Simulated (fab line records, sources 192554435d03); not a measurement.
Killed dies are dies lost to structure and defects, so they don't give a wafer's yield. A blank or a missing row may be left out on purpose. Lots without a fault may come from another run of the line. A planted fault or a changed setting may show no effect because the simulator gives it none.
fab line records | flow n5_finfet
record lots=12 wafers=36 last_day=17
route steps=1938 shown BEOL_M10@1524 BEOL_M11@1541 PASSIVATION@1936
lots that met no fault: from a run of the same line without faults
start_h: hours from the record's first day to the start of the lot's first wafer shown | wait_h: hours since the lot's step before | " the same as in the row above | L1.1+2: a row that stands for several wafers | - no value, or no start given | * or withheld: withheld | < > ~ a bound
route shown NAME@n: a module of which the file shows steps, and the number in the route of the first | usual: mean/standard deviation of fault-free wafers | same: alike in all rows | chamber/n: place in a boat | sites: the reading at each site | _std_site: their standard deviation | _edge_site: outer sites' mean less inner sites' | radius_mm: how far each site lies from the wafer's centre | mask NAME#n: copy n | behind: the tool/chamber that last shaped the wafer | hold: why the lot was held/for how many hours/how that ended | device: the transistor (n, p or np) that didn't switch | end of line: the same wafers' tests at the end of the route | a step without rows: its recipe alone | killed: dies lost to structure and defects at the first sort, not the wafer's yield | map: a wafer's dies, x killed, . not, _ none there
set.NAME: the setting as run; set.NAME@STEP: as run at that earlier step | model.NAME: the simulator's own value behind a step, which no gauge read
steps of the route over a sample of lots; a table a step, a row a wafer
services: from which hour (start_h, from the record's first day; less than 0 if before it) a tool's chamber was out of use, for how many hours, and why
## steps
# step N5_BEOL_M10_ALD_74
# recipe material=TaN target_thk_a=20 temp_c=275 ald_precursor_family=PDMAT ald_co_reactant=NH3 pressure_torr=3 carrier_flow_sccm=1500 pulse_time_s=2 purge_time_s=3 co_reactant_purge_time_s=2 co_reactant_pulse_time_s=3 ald_cycles=40 precursor_vessel_temp_c=75 precursor_vessel_pressure_torr=26.25 precursor_vessel_carrier_sccm=1000
# usual chamber_pressure_Torr=3.000/0.0065 heater_power_w=414/25
# same co_reactant_purge_time_s=2 purge_time_s=3
# columns lot.wafer tool chamber start_h wait_h chamber_pressure_Torr heater_power_w
L963.1 ald_metal-02 0 249.31 0.0 2.991 474
L963.3 " 3 " " 2.990 395
L963.5 " 1 " " 3.008 411
L964.2 ald_metal-03 2 252.73 0.0 3.004 383
L964.4 " 3 " " 3.008 398
L964.5 " 1 " " 2.996 427
L967.2 ald_metal-02 0 272.19 0.1 3.002 482
L967.3 " 1 " " 3.004 408
L967.6 " 0 " " 3.007 470
L970.2 ald_metal-03 2 282.08 0.0 3.008 380
L970.4 " 3 " " 3.005 400
L970.5 " 3 " " 3.008 384
L974.1 ald_metal-03 2 309.16 0.0 2.994 384
L974.3 " 3 " " 2.993 388
L974.6 " 0 " " 3.000 426
L976.1 ald_metal-03 3 331.12 0.0 3.015 382
L976.2 " 0 " " 2.994 423
L976.6 " 3 " " 3.005 391
L977.1 ald_metal-01 1 340.80 0.0 2.990 407
L977.2 " 3 " " 3.011 408
L977.3 " 2 " " 2.999 417
L980.1 ald_metal-01 0 347.61 0.1 3.004 447
L980.4 " 1 " " 2.994 405
L980.5 " 0 " " 2.999 443
L982.2 ald_metal-02 1 349.39 0.3 3.004 422
L982.3 " 3 " " 2.997 421
L982.6 " 3 " " 2.996 412
L978.3 ald_metal-02 3 350.38 0.3 3.004 404
L978.4 " 0 " " 2.999 474
L978.6 " 0 " " 3.002 479
L979.1 ald_metal-03 3 352.37 0.0 3.012 378
L979.4 " 0 " " 2.996 432
L979.6 " 1 " " 2.989 437
L981.3 ald_metal-01 3 364.95 0.1 2.995 411
L981.4 " 2 " " 3.005 432
L981.6 " 0 " " 3.001 448
# step N5_BEOL_M10_SURFACE_TREAT_76
# recipe gas=Ar time_s=* ion_energy_ev=* ion_current_ma_cm2=0.5 pressure_mtorr=* ar_flow_sccm=30
# usual ar_flow_sccm=30.00/0.097 throttle_valve_pct=*
# columns lot.wafer tool chamber start_h wait_h ar_flow_sccm throttle_valve_pct
L963.1 pvd_sputter-01 - 249.70 0.3 29.90 *
L963.3 " - " " 30.03 *
L963.5 " - " " 29.95 *
L964.2 pvd_sputter-02 - 253.11 0.2 30.01 *
L964.4 " - " " 29.92 *
L964.5 " - " " 29.81 *
L967.2 pvd_sputter-01 - 272.60 0.3 30.02 *
L967.3 " - " " 30.15 *
L967.6 " - " " 29.90 *
L970.2 pvd_sputter-03 - 282.38 0.2 30.04 *
L970.4 " - " " 30.10 *
L970.5 " - " " 30.23 *
L974.1 pvd_sputter-02 - 309.58 0.3 29.99 *
L974.3 " - " " 30.07 *
L974.6 " - " " 30.14 *
L976.1 pvd_sputter-01 - 331.46 0.2 29.99 *
L976.2 " - " " 30.05 *
L976.6 " - " " 30.02 *
L977.1 pvd_sputter-02 - 341.13 0.2 30.10 *
L977.2 " - " " 30.03 *
L977.3 " - " " 30.02 *
L980.1 pvd_sputter-01 - 347.92 0.2 30.10 *
L980.4 " - " " 30.11 *
L980.5 " - " " 29.93 *
L982.2 pvd_sputter-03 - 349.75 0.2 29.95 *
L982.3 " - " " 30.01 *
L982.6 " - " " 29.88 *
L978.3 pvd_sputter-01 - 351.75 1.2 30.00 *
L978.4 " - " " 29.87 *
L978.6 " - " " 29.97 *
L979.1 pvd_sputter-01 - 352.83 0.3 30.05 *
L979.4 " - " " 29.98 *
L979.6 " - " " 30.14 *
L981.3 pvd_sputter-01 - 365.47 0.4 29.98 *
L981.4 " - " " 29.95 *
L981.6 " - " " 29.91 *
# step N5_BEOL_M10_INSPECT_58
# recipe inspect_instrument=darkfield mode=post_dep
# usual raw_defect_count=82/26
# columns lot.wafer tool chamber start_h wait_h raw_defect_count
L963.1 defect_inspect-02 - 252.75 0.0 75
L963.3 " - " " 173
L963.5 " - " " 87
L964.2 defect_inspect-02 - 254.37 0.0 58
L964.4 " - " " 40
L964.5 " - " " 50
L967.2 defect_inspect-01 - 273.93 0.0 103
L967.3 " - " " 100
L967.6 " - " " 95
L970.2 defect_inspect-01 - 284.00 0.0 51
L970.4 " - " " 77
L970.5 " - " " 82
L974.1 defect_inspect-01 - 312.80 0.0 126
L974.3 " - " " 153
L974.6 " - " " 133
L976.1 defect_inspect-02 - 332.68 0.0 104
L976.2 " - " " 41
L976.6 " - " " 64
L977.1 defect_inspect-01 - 343.10 0.0 70
L977.2 " - " " 99
L977.3 " - " " 106
L980.1 defect_inspect-02 - 349.16 0.0 110
L980.4 " - " " 74
L980.5 " - " " 95
L982.2 defect_inspect-01 - 351.05 0.0 48
L982.3 " - " " 70
L982.6 " - " " 112
L978.3 defect_inspect-02 - 353.51 0.0 104
L978.4 " - " " 82
L978.6 " - " " 80
L979.1 defect_inspect-01 - 354.34 0.0 90
L979.4 " - " " 45
L979.6 " - " " 92
L981.3 defect_inspect-01 - 367.10 0.0 80
L981.4 " - " " 66
L981.6 " - " " 98
# step N5_BEOL_M11_COAT_59
# recipe resist=SOC temp_c=250 time_s=60 spin_rpm=1500 resist_thk_nm=100
# usual spin_speed_rpm=1499.9/1.1
# columns lot.wafer tool chamber start_h wait_h spin_speed_rpm
L963.1 litho_track-05 0 254.06 0.1 1499.8
L963.3 " 0 " " 1500.2
L963.5 " 0 " " 1500.4
L964.2 litho_track-05 0 255.23 0.1 1440.2
L964.4 " 0 " " 1440.0
L964.5 " 0 " " 1439.3
L967.2 litho_track-05 0 276.23 0.1 1438.4
L967.3 " 0 " " 1437.1
L967.6 " 0 " " 1438.7
L970.2 litho_track-02 0 286.66 0.1 1500.0
L970.4 " 0 " " 1500.5
L970.5 " 0 " " 1499.9
L974.1 litho_track-03 0 314.17 0.1 1500.6
L974.3 " 0 " " 1500.1
L974.6 " 0 " " 1498.5
L976.1 litho_track-05 0 334.75 0.1 1500.7
L976.2 " 0 " " 1500.4
L976.6 " 0 " " 1499.3
L977.1 litho_track-05 0 344.46 0.1 1501.7
L977.2 " 0 " " 1499.5
L977.3 " 0 " " 1500.8
L980.1 litho_track-05 0 351.92 0.1 1499.7
L980.4 " 0 " " 1500.6
L980.5 " 0 " " 1500.9
L982.2 litho_track-03 0 352.48 0.1 1501.8
L982.3 " 0 " " 1501.9
L982.6 " 0 " " 1499.4
L978.3 litho_track-05 0 355.96 0.1 1500.7
L978.4 " 0 " " 1501.3
L978.6 " 0 " " 1500.5
L979.1 litho_track-02 0 356.01 0.1 1498.8
L979.4 " 0 " " 1500.0
L979.6 " 0 " " 1501.1
L981.3 litho_track-03 0 370.58 0.1 1501.0
L981.4 " 0 " " 1499.8
L981.6 " 0 " " 1497.9
# step N5_PASSIVATION_PROBE_49
# usual defect_limited_yield=91.3/1.4 killed_at_M0_to_M3=35/11 killed_at_M4_up=14/5.4 killed_at_contacts=12/6.2 killed_at_front_end=38/11 killed_at_other=4.1/2.8 killed_dies=103/17 killed_open=66/13 killed_short=34/8.2 sort_bin_5_function=5.1/0.89 sort_bin_6_memory=3.3/0.72 sort_n_pass=1077/17 sort_yield_pct=91.3/1.4
# same gross_dies=1180 killed_at_back_side=0 sort_bin_4_leakage[%]=0 sort_bin_8_speed[%]=0
# columns lot.wafer tool chamber start_h wait_h defect_limited_yield[%] killed_at_M0_to_M3 killed_at_M4_up killed_at_contacts killed_at_front_end killed_at_other killed_dies killed_open killed_short sort_bin_5_function[%] sort_bin_6_memory[%] sort_n_pass sort_yield_pct[%]
L963.1 prober-01 - 294.22 0.6 92.7 29 7 10 34 6 86 61 21 4.3 2.8 1094 92.7
L963.3 prober-01 - 294.32 0.7 92.4 32 13 9 35 1 90 65 20 4.3 3.1 1090 92.4
L963.5 prober-01 - 294.42 0.8 92.3 32 11 4 36 8 91 62 26 4.7 3.0 1089 92.3
L964.2 prober-02 - 304.26 0.1 89.4 33 21 28 34 9 125 77 42 6.2 3.6 1055 89.4
L964.4 prober-02 - 304.36 0.2 90.1 40 14 26 31 6 117 74 38 5.7 4.0 1063 90.1
L964.5 prober-02 - 304.41 0.2 90.2 40 9 13 50 4 116 58 55 5.4 3.6 1064 90.2
L967.2 prober-01 - 328.92 0.1 91.1 44 11 11 33 6 105 66 36 5.3 3.2 1075 91.1
L967.3 prober-01 - 328.97 0.1 91.4 44 10 4 39 5 102 63 38 5.1 3.3 1078 91.4
L967.6 prober-01 - 329.12 0.3 92.5 33 13 8 28 7 89 53 32 4.4 2.9 1091 92.5
L970.2 prober-01 - 342.72 0.1 92.5 24 17 4 40 4 89 63 25 5.1 1.9 1091 92.5
L970.4 prober-01 - 342.82 0.2 89.0 35 35 13 41 6 130 89 39 6.4 4.2 1050 89.0
L970.5 prober-01 - 342.87 0.2 90.6 44 10 10 46 1 111 79 30 6.5 2.6 1069 90.6
L974.1 prober-02 - 358.02 0.0 91.6 36 8 13 38 4 99 63 34 5.7 2.6 1081 91.6
L974.3 prober-02 - 358.12 0.1 91.6 26 9 15 46 3 99 65 33 4.3 3.6 1081 91.6
L974.6 prober-02 - 358.27 0.3 94.1 27 8 10 23 2 70 44 25 3.5 2.0 1110 94.1
L976.1 prober-01 - 383.29 0.0 92.0 48 13 4 25 4 94 61 32 5.1 2.4 1086 92.0
L976.2 prober-01 - 383.34 0.1 93.1 29 17 3 30 2 81 58 22 4.7 2.1 1099 93.1
L976.6 prober-01 - 383.54 0.3 91.8 37 18 2 38 2 97 65 28 4.3 3.7 1083 91.8
L977.1 prober-02 - 386.82 0.0 91.1 37 10 6 47 5 105 67 37 5.6 3.2 1075 91.1
L977.2 prober-02 - 386.87 0.1 93.5 28 9 6 31 3 77 52 24 3.8 2.5 1103 93.5
L977.3 prober-02 - 386.92 0.1 91.8 42 11 2 33 9 97 65 29 4.9 3.1 1083 91.8
L980.1 prober-02 - 395.93 0.0 89.8 42 14 16 42 6 120 82 37 5.9 4.0 1060 89.8
L980.4 prober-02 - 396.08 0.2 90.5 55 14 14 26 3 112 75 35 4.8 4.3 1068 90.5
L980.5 prober-02 - 396.13 0.2 91.2 33 22 15 29 5 104 65 37 5.1 3.5 1076 91.2
L982.2 prober-02 - 409.01 0.1 91.2 40 16 7 39 2 104 56 48 5.2 3.6 1076 91.2
L982.3 prober-02 - 409.06 0.1 92.6 34 20 14 17 2 87 62 25 3.7 3.2 1093 92.6
L982.6 prober-02 - 409.21 0.3 92.9 25 13 7 35 4 84 52 32 4.8 1.9 1096 92.9
L979.1 prober-01 - 410.42 0.0 90.5 40 11 15 42 4 112 74 38 5.1 4.0 1068 90.5
L979.4 prober-01 - 410.57 0.2 87.1 75 8 17 50 2 152 93 59 8.0 3.9 1028 87.1
L979.6 prober-01 - 410.67 0.3 91.4 46 10 7 33 5 101 68 27 5.0 3.1 1079 91.4
L978.3 prober-02 - 411.05 0.1 90.2 33 14 13 55 1 116 80 34 5.9 3.6 1064 90.2
L978.4 prober-02 - 411.10 0.2 89.6 25 11 15 71 1 123 86 34 5.6 4.5 1057 89.6
L978.6 prober-02 - 411.20 0.3 88.9 62 9 12 48 0 131 91 37 6.4 4.6 1049 88.9
L981.3 prober-01 - 414.22 0.1 92.0 44 21 7 17 5 94 62 29 4.6 2.8 1086 92.0
L981.4 prober-01 - 414.27 0.2 91.4 41 17 4 34 6 102 66 34 4.7 3.9 1078 91.4
L981.6 prober-01 - 414.37 0.3 90.5 53 17 7 34 1 112 76 35 6.2 3.3 1068 90.5
# killed by level:class
L963.1 STI_FIN_REVEAL:geometric_particle:open=11 BEOL_M2:geometric_particle:open=7 MOL_CONTACT_COAG:geometric_particle:open=6 DUMMY_GATE:geometric_particle:open=6 BEOL_M3:geometric_particle:open=5 MOL_CONTACT_COAG:geometric_particle:short=4 FIN_SAQP:geometric_particle:open=3 STI_FIN_REVEAL:geometric_particle:short=3
L963.3 BEOL_M2:geometric_particle:open=10 MOL_CONTACT_COAG:geometric_particle:open=9 BEOL_M3:geometric_particle:open=8 STI_FIN_REVEAL:geometric_particle:open=7 BEOL_M4:geometric_particle:open=6 FIN_SAQP:geometric_particle:short=4 GATE_CUT:geometric_particle:short=4 GATE_CUT:geometric_particle:open=4
L963.5 BEOL_M2:geometric_particle:open=10 FIN_SAQP:geometric_particle:open=6 BEOL_M1:geometric_particle:open=6 STI_FIN_REVEAL:geometric_particle:open=5 GATE_CUT:geometric_particle:short=5 BEOL_M4:geometric_particle:open=5 FIN_SAQP:geometric_particle:short=4 MOL_CONTACT_COAG:geometric_particle:open=4
L964.2 MOL_CONTACT_COAG:geometric_particle:open=22 BEOL_M4:geometric_particle:short=12 BEOL_M0_SAQP:geometric_particle:open=10 BEOL_M0_SAQP:geometric_particle:short=9 STI_FIN_REVEAL:geometric_particle:open=6 DUMMY_GATE:geometric_particle:open=6 MOL_CONTACT_COAG:geometric_particle:short=5 BEOL_M3:geometric_particle:open=5
L964.4 MOL_CONTACT_COAG:geometric_particle:open=20 BEOL_M0_SAQP:geometric_particle:short=11 BEOL_M1:geometric_particle:open=11 GATE_CUT:geometric_particle:short=8 BEOL_M4:geometric_particle:open=7 BEOL_M0_SAQP:geometric_particle:open=6 FIN_SAQP:geometric_particle:open=5 DUMMY_GATE:geometric_particle:open=5
L964.5 BEOL_M0_SAQP:geometric_particle:short=14 BEOL_M2:geometric_particle:open=12 FIN_SAQP:geometric_particle:short=11 MOL_CONTACT_COAG:geometric_particle:open=11 GATE_CUT:geometric_particle:open=10 GATE_CUT:geometric_particle:short=9 BEOL_M0_SAQP:geometric_particle:open=6 FIN_SAQP:geometric_particle:open=5
L967.2 BEOL_M0_SAQP:geometric_particle:open=11 FIN_SAQP:geometric_particle:open=10 MOL_CONTACT_COAG:geometric_particle:open=10 BEOL_M0_SAQP:geometric_particle:short=10 BEOL_M2:geometric_particle:open=7 FIN_SAQP:geometric_particle:short=5 BEOL_M1:geometric_particle:open=4 BEOL_M1:geometric_particle:short=4
L967.3 BEOL_M0_SAQP:geometric_particle:open=12 FIN_SAQP:geometric_particle:open=10 BEOL_M0_SAQP:geometric_particle:short=10 FIN_SAQP:geometric_particle:short=6 DUMMY_GATE:geometric_particle:open=6 BEOL_M1:geometric_particle:open=5 BEOL_M2:geometric_particle:open=5 BEOL_M3:geometric_particle:open=4
L967.6 FIN_SAQP:geometric_particle:open=7 BEOL_M3:geometric_particle:open=7 MOL_CONTACT_COAG:geometric_particle:open=6 BEOL_M0_SAQP:geometric_particle:short=6 STI_FIN_REVEAL:geometric_particle:open=5 BEOL_M0_SAQP:geometric_particle:open=5 ILD0:geometric_particle:short=4 BEOL_M1:geometric_particle:short=4
L970.2 BEOL_M4:geometric_particle:open=10 STI_FIN_REVEAL:geometric_particle:open=9 FIN_SAQP:geometric_particle:short=8 BEOL_M2:geometric_particle:open=8 BEOL_M1:geometric_particle:open=6 DUMMY_GATE:geometric_particle:open=5 GATE_CUT:geometric_particle:open=4 BEOL_M4:geometric_particle:short=4
L970.4 BEOL_M4:geometric_particle:open=23 MOL_CONTACT_COAG:geometric_particle:open=11 STI_FIN_REVEAL:geometric_particle:open=9 BEOL_M0_SAQP:geometric_particle:open=9 BEOL_M0_SAQP:geometric_particle:short=9 GATE_CUT:geometric_particle:short=6 BEOL_M4:geometric_particle:short=6 BEOL_M3:geometric_particle:open=5
L970.5 STI_FIN_REVEAL:geometric_particle:open=21 BEOL_M3:geometric_particle:open=12 BEOL_M0_SAQP:geometric_particle:short=10 MOL_CONTACT_COAG:geometric_particle:open=9 FIN_SAQP:geometric_particle:short=7 BEOL_M2:geometric_particle:open=6 FIN_SAQP:geometric_particle:open=5 BEOL_M0_SAQP:geometric_particle:open=5
L974.1 FIN_SAQP:geometric_particle:short=11 MOL_CONTACT_COAG:geometric_particle:open=10 FIN_SAQP:geometric_particle:open=8 STI_FIN_REVEAL:geometric_particle:open=7 BEOL_M0_SAQP:geometric_particle:short=7 BEOL_M2:geometric_particle:open=7 BEOL_M1:geometric_particle:open=6 BEOL_M0:geometric_particle:open=5
L974.3 STI_FIN_REVEAL:geometric_particle:open=17 BEOL_M2:geometric_particle:open=13 FIN_SAQP:geometric_particle:short=12 MOL_CONTACT_COAG:geometric_particle:open=12 FIN_SAQP:geometric_particle:open=6 BEOL_M3:geometric_particle:open=4 STARTING-WAFER:geometric_particle:short=4 MOL_CONTACT_COAG:geometric_particle:short=3
L974.6 MOL_CONTACT_COAG:geometric_particle:open=9 BEOL_M0_SAQP:geometric_particle:short=6 BEOL_M0_SAQP:geometric_particle:open=6 BEOL_M2:geometric_particle:open=6 BEOL_M4:geometric_particle:open=5 FIN_SAQP:geometric_particle:open=4 FIN_SAQP:geometric_particle:short=4 STI_FIN_REVEAL:geometric_particle:open=3
L976.1 BEOL_M3:geometric_particle:open=11 BEOL_M2:geometric_particle:open=9 BEOL_M0_SAQP:geometric_particle:open=7 BEOL_M1:geometric_particle:open=6 FIN_SAQP:geometric_particle:open=4 FIN_SAQP:geometric_particle:short=4 GATE_CUT:geometric_particle:open=4 GATE_CUT:geometric_particle:short=4
L976.2 BEOL_M2:geometric_particle:open=9 GATE_CUT:geometric_particle:open=7 GATE_CUT:geometric_particle:short=6 BEOL_M5:geometric_particle:open=6 FIN_SAQP:geometric_particle:open=4 BEOL_M0_SAQP:geometric_particle:open=4 BEOL_M1:geometric_particle:open=4 BEOL_M3:geometric_particle:open=4
L976.6 BEOL_M2:geometric_particle:open=12 BEOL_M0_SAQP:geometric_particle:open=8 GATE_CUT:geometric_particle:short=7 FIN_SAQP:geometric_particle:open=6 GATE_CUT:geometric_particle:open=6 BEOL_M4:geometric_particle:open=6 STI_FIN_REVEAL:geometric_particle:open=5 FIN_SAQP:geometric_particle:short=4
L977.1 FIN_SAQP:geometric_particle:open=17 FIN_SAQP:geometric_particle:short=7 BEOL_M0_SAQP:geometric_particle:open=7 BEOL_M2:geometric_particle:open=7 MOL_CONTACT_COAG:geometric_particle:open=6 DUMMY_GATE:geometric_particle:open=5 BEOL_M0_SAQP:geometric_particle:short=5 BEOL_M1:geometric_particle:open=5
L977.2 FIN_SAQP:geometric_particle:open=10 BEOL_M2:geometric_particle:open=10 FIN_SAQP:geometric_particle:short=8 GATE_CUT:geometric_particle:open=5 MOL_CONTACT_COAG:geometric_particle:open=5 BEOL_M0_SAQP:geometric_particle:open=5 BEOL_M0_SAQP:geometric_particle:short=5 BEOL_M4:geometric_particle:open=5
L977.3 BEOL_M2:geometric_particle:open=15 BEOL_M0_SAQP:geometric_particle:short=9 BEOL_M0_SAQP:geometric_particle:open=8 STI_FIN_REVEAL:geometric_particle:open=7 GATE_CUT:geometric_particle:short=5 STARTING-WAFER:geometric_particle:open=5 FIN_SAQP:geometric_particle:short=4 BEOL_M3:geometric_particle:open=4
L980.1 BEOL_M0_SAQP:geometric_particle:short=16 MOL_CONTACT_COAG:geometric_particle:open=14 SPACER0:geometric_particle:open=9 BEOL_M0_SAQP:geometric_particle:open=8 BEOL_M4:geometric_particle:open=8 DUMMY_GATE:geometric_particle:open=7 SPACER0:geometric_particle:short=7 BEOL_M3:geometric_particle:open=7
L980.4 BEOL_M0_SAQP:geometric_particle:open=19 BEOL_M0_SAQP:geometric_particle:short=15 MOL_CONTACT_COAG:geometric_particle:open=11 DUMMY_GATE:geometric_particle:open=7 BEOL_M3:geometric_particle:open=7 BEOL_M1:geometric_particle:open=6 BEOL_M4:geometric_particle:open=6 BEOL_M2:geometric_particle:open=5
L980.5 FIN_SAQP:geometric_particle:short=10 BEOL_M3:geometric_particle:open=10 MOL_CONTACT_COAG:geometric_particle:open=9 FIN_SAQP:geometric_particle:open=8 BEOL_M0_SAQP:geometric_particle:open=7 MOL_CONTACT_COAG:geometric_particle:short=6 BEOL_M5:geometric_particle:open=6 BEOL_M0_SAQP:geometric_particle:short=5
L982.2 BEOL_M0_SAQP:geometric_particle:short=15 FIN_SAQP:geometric_particle:short=9 FIN_SAQP:geometric_particle:open=7 BEOL_M0_SAQP:geometric_particle:open=7 ILD0:geometric_particle:short=6 MOL_CONTACT_COAG:geometric_particle:open=6 BEOL_M3:geometric_particle:open=6 STARTING-WAFER:geometric_particle:open=6
L982.3 MOL_CONTACT_COAG:geometric_particle:open=12 BEOL_M0_SAQP:geometric_particle:open=9 BEOL_M4:geometric_particle:open=9 BEOL_M2:geometric_particle:open=8 BEOL_M0_SAQP:geometric_particle:short=6 STI_FIN_REVEAL:geometric_particle:open=4 BEOL_M3:geometric_particle:open=4 STARTING-WAFER:geometric_particle:short=4
L982.6 STI_FIN_REVEAL:geometric_particle:open=7 BEOL_M4:geometric_particle:open=7 MOL_CONTACT_COAG:geometric_particle:open=6 STI_FIN_REVEAL:geometric_particle:short=5 GATE_CUT:geometric_particle:short=5 BEOL_M0_SAQP:geometric_particle:short=5 BEOL_M3:geometric_particle:open=5 BEOL_M0_SAQP:geometric_particle:open=4
L979.1 BEOL_M0_SAQP:geometric_particle:open=15 MOL_CONTACT_COAG:geometric_particle:open=12 BEOL_M0_SAQP:geometric_particle:short=12 GATE_CUT:geometric_particle:short=11 GATE_CUT:geometric_particle:open=8 FIN_SAQP:geometric_particle:open=7 BEOL_M4:geometric_particle:open=6 DUMMY_GATE:geometric_particle:open=4
L979.4 BEOL_M0_SAQP:geometric_particle:open=25 BEOL_M0_SAQP:geometric_particle:short=24 MOL_CONTACT_COAG:geometric_particle:open=12 FIN_SAQP:geometric_particle:open=10 STI_FIN_REVEAL:geometric_particle:open=8 BEOL_M3:geometric_particle:open=8 DUMMY_GATE:geometric_particle:open=7 FIN_SAQP:geometric_particle:short=6
L979.6 BEOL_M0_SAQP:geometric_particle:open=15 BEOL_M0_SAQP:geometric_particle:short=9 BEOL_M1:geometric_particle:open=9 BEOL_M3:geometric_particle:open=7 FIN_SAQP:geometric_particle:open=5 FIN_SAQP:geometric_particle:short=4 DUMMY_GATE:geometric_particle:open=4 MOL_CONTACT_COAG:geometric_particle:open=4
L978.3 FIN_SAQP:geometric_particle:open=19 STI_FIN_REVEAL:geometric_particle:open=13 MOL_CONTACT_COAG:geometric_particle:open=10 BEOL_M1:geometric_particle:open=8 FIN_SAQP:geometric_particle:short=6 BEOL_M3:geometric_particle:open=6 STI_FIN_REVEAL:geometric_particle:short=5 BEOL_M3:geometric_particle:short=5
L978.4 FIN_SAQP:geometric_particle:open=23 STI_FIN_REVEAL:geometric_particle:open=15 MOL_CONTACT_COAG:geometric_particle:open=13 FIN_SAQP:geometric_particle:short=10 BEOL_M3:geometric_particle:open=9 STI_FIN_REVEAL:geometric_particle:short=6 DUMMY_GATE:geometric_particle:open=4 BEOL_M4:geometric_particle:open=4
L978.6 FIN_SAQP:geometric_particle:open=26 BEOL_M0_SAQP:geometric_particle:short=16 BEOL_M1:geometric_particle:open=15 BEOL_M0_SAQP:geometric_particle:open=11 BEOL_M3:geometric_particle:open=10 MOL_CONTACT_COAG:geometric_particle:open=9 FIN_SAQP:geometric_particle:short=6 STI_FIN_REVEAL:geometric_particle:open=3
L981.3 BEOL_M0_SAQP:geometric_particle:open=14 BEOL_M3:geometric_particle:open=12 BEOL_M0_SAQP:geometric_particle:short=11 BEOL_M4:geometric_particle:open=8 BEOL_M7:geometric_particle:open=7 MOL_CONTACT_COAG:geometric_particle:open=6 BEOL_M5:geometric_particle:open=4 STARTING-WAFER:geometric_particle:open=4
L981.4 BEOL_M0_SAQP:geometric_particle:short=17 FIN_SAQP:geometric_particle:open=15 BEOL_M0_SAQP:geometric_particle:open=10 BEOL_M3:geometric_particle:open=6 BEOL_M4:geometric_particle:open=6 STI_FIN_REVEAL:geometric_particle:open=5 BEOL_M5:geometric_particle:open=5 MOL_CONTACT_COAG:geometric_particle:open=3
L981.6 FIN_SAQP:geometric_particle:open=14 BEOL_M0_SAQP:geometric_particle:open=11 BEOL_M2:geometric_particle:open=11 BEOL_M3:geometric_particle:open=9 BEOL_M0_SAQP:geometric_particle:short=8 MOL_CONTACT_COAG:geometric_particle:open=7 BEOL_M3:geometric_particle:short=6 STI_FIN_REVEAL:geometric_particle:open=5
## services
# columns tool chamber start_h hours kind
ald_metal-02 - 317.00 6.0 pm
pvd_sputter-02 - 317.00 6.5 repair
ald_metal-03 - 337.25 14.0 pm
ald_metal-03 0 337.25 14.0 vent_cycle
ald_metal-03 1 337.25 14.0 vent_cycle
ald_metal-03 2 337.25 14.0 vent_cycle
ald_metal-03 3 337.25 14.0 vent_cycle
ald_metal-03 0 351.25 - clean
ald_metal-03 1 351.25 - clean
ald_metal-03 2 351.25 - clean
ald_metal-03 3 351.25 - clean
litho_track-03 - 352.33 - consumable_replace:filter
## key
first_sign step=N5_BEOL_M11_COAT_59 reading=spin_speed_rpm direction=down sigmas=53 usual=* struck=*
effect none on later readings
met_at N5_BEOL_M11_COAT_59
struck_lots L964,L967
not_acting_at N5_BEOL_M10_ALD_74,N5_BEOL_M10_SURFACE_TREAT_76,N5_BEOL_M10_INSPECT_58
onset_between 254.06 255.23
fault kind=process_parameter_drift tool=litho_track-05 chamber=- onset_h=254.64 steps=N5_BEOL_M11_COAT_59 channel=spin_rpm offset=* shape=step end_h=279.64 acts_in=* stated=*
